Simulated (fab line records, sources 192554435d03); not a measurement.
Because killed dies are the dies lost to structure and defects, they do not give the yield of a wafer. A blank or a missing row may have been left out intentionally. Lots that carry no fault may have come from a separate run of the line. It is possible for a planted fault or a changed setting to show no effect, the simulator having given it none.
Chamber matching -- flow n5 finfet -- rie diel-05 running N5_BEOL_M6_DESCUM_33: 4 sister chambers
The step chemistry O2, time 7 s. 4 wafers are shown with their chamber, then 11 later ones without.

== WAFERS PAIRED WITH THEIR CHAMBERS ==
wafer,chamber,showerhead plenum p Torr (Torr)
L082.3,0,2.17
L087.4,2,2.03
L087.5,1,2.16
L088.2,3,2.15

== WAFERS WHOSE CHAMBER IS MISSING ==
wafer,showerhead plenum p Torr (Torr)
L088.5,2.15
L088.6,2.16
L091.1,2.16
L091.3,2.14
L091.5,2.16
L093.1,2.02
L093.4,2.16
L093.5,2.16
L097.1,2.16
L097.3,2.15
L097.5,2.16

== CHAMBER TAKEN BY EACH ==
wafer,from the rows above,in truth
L088.5,3,3
L088.6,1,1
L091.1,1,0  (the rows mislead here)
L091.3,3,3
L091.5,1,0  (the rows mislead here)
L093.1,2,2
L093.4,1,1
L093.5,1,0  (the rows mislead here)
L097.1,1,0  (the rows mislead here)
L097.3,3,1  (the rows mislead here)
L097.5,1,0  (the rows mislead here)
Placed correctly: 5 of 11. From these rows, 0 cannot be placed. Wrongly placed: 6.
How it was worked out, from the rows above alone: a wafer's distance from a chamber is the root of the sum, over the readings, of the square of ((its reading less the chamber's mean) divided by the reading's scatter). The wafer belongs to the nearest chamber; if the next one is less than 2 further off, it can't be placed. Each chamber's mean is taken over the wafers shown for it. The scatter: with one shown wafer a chamber, the root of the mean of the squares of how far each hidden wafer lies from its nearest shown one.
